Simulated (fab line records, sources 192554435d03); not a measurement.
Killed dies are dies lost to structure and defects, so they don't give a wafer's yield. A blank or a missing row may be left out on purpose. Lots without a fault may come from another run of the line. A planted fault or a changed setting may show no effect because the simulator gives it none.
Split-lot experiment | flow n5_finfet | 7 lots, 21 wafers read, on a route of 1938 steps

THE SPLIT
At N5_GATE_CUT_ETCH_58 (etches SiNx in CH3F/O2, target depth 17 nm, time 128.6 s), the setting bias_w was moved away from the recipe's 21 W on 7 of the 21 wafers read, by -13.5% to +8.2%. The other wafers ran this setting at the recipe's value.

The reading is taken at the split's own step.

THE READING
rf_vpp_V, in V, at N5_GATE_CUT_ETCH_58 (etches SiNx in CH3F/O2, target depth 17 nm, time 128.6 s). Fault-free wafers of this fab line usually give 99.3 V, standard deviation 0.84 V.

wafer  | tool, chamber at the split | bias_w as run, W | against the recipe | rf_vpp_V, V | against lot-mates on the recipe
L080.1 | rie_diel-04, 0             | 21               | recipe             | 99.0        | -
L080.2 | rie_diel-04, 2             | 21               | recipe             | 98.9        | -
L080.3 | rie_diel-04, 3             | 18.78            | -10.6%             | 91.7        | -7.2
L081.2 | rie_diel-04, 0             | 21               | recipe             | 100.4       | -
L081.5 | rie_diel-04, 1             | 21               | recipe             | 99.9        | -
L081.6 | rie_diel-04, 0             | 21               | recipe             | 99.9        | -
L083.4 | rie_diel-01, 1             | 22.68            | +8.0%              | 104.5       | +5.6
L083.5 | rie_diel-01, 2             | 22.68            | +8.0%              | 104.3       | +5.4
L083.6 | rie_diel-01, 3             | 21               | recipe             | 98.9        | -
L084.1 | rie_diel-01, 0             | 21               | recipe             | 98.7        | -
L084.4 | rie_diel-01, 2             | 21               | recipe             | 97.9        | -
L084.6 | rie_diel-01, 1             | 21               | recipe             | 98.8        | -
L086.1 | rie_diel-01, 1             | 21               | recipe             | 99.4        | -
L086.3 | rie_diel-01, 0             | 22.72            | +8.2%              | 102.7       | +3.3
L086.5 | rie_diel-01, 1             | 22.72            | +8.2%              | 105.3       | +5.9
L093.2 | rie_diel-04, 1             | 21               | recipe             | 97.9        | -
L093.3 | rie_diel-04, 0             | 18.17            | -13.5%             | 90.3        | -7.6
L093.5 | rie_diel-04, 1             | 18.17            | -13.5%             | 89.5        | -8.4
L095.3 | rie_diel-05, 2             | 21               | recipe             | 100.4       | -
L095.4 | rie_diel-05, 1             | 21               | recipe             | 100.4       | -
L095.6 | rie_diel-05, 0             | 21               | recipe             | 100.8       | -

THE FIT
A straight line over all 21 wafers: rf_vpp_V changes by +0.667 V for each +1% of bias_w; r = +0.98; the points scatter about the line by 0.94 V.
The same after taking each lot's own level away (the mean of its wafers on the recipe; 21 wafers): +0.618 V for each +1%; r = +0.99; scatter 0.57 V.
On that fit, the largest move of bias_w shifts the reading by 8.3 V.
The lots' own levels span 97.90 to 100.53 V, that is 3.1 times the standard deviation above.
So the lot-to-lot level changes the slope little: the two slopes agree.
Check: with one of the wafers moved furthest among these (-13.5%) left out of the fit, the line predicts -8.61 V for it against its lot-mates. It came out at -7.6 V against them.
Tool readings at the split's step, against how far the setting was moved: rf_vpp_V r = +0.98.

OTHER SPLITS ON THESE WAFERS
These wafers also went through other splits before the reading. Each is held against what the fit with the lots' levels taken away leaves over:
other split on the same wafers           | wafers away from the commonest value | r with rf_vpp_V (lot level and that fit taken away)
N5_PMOS_HMC_CHANNEL_EPI_COAT_31 spin_rpm | 8                                    | -0.14
N5_FIN_SAQP_ALD_61 ald_cycles            | 6                                    | +0.01
N5_FIN_SAQP_PECVD_48 time_s              | 6                                    | +0.15
N5_STI_FIN_REVEAL_ETCHBACK_08 time_s     | 5                                    | -0.45
N5_STI_FIN_REVEAL_OXIDATION_31 time_s    | 5                                    | -0.19
N5_DUMMY_GATE_ETCH_32 time_s             | 7                                    | +0.18
N5_SD_EPI_P_ETCH_16 target_depth_a       | 7                                    | -0.16
N5_SD_EPI_P_EPI_21 time_s                | 4                                    | +0.15
N5_SDB_ETCH_25 time_s                    | 8                                    | +0.26
N5_SDB_CUT_ETCH_26 icp_w                 | 5                                    | -0.52

THE FILE'S OWN FIT
rf_vpp_V changes by +0.63 V for each +1% of bias_w, r = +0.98.
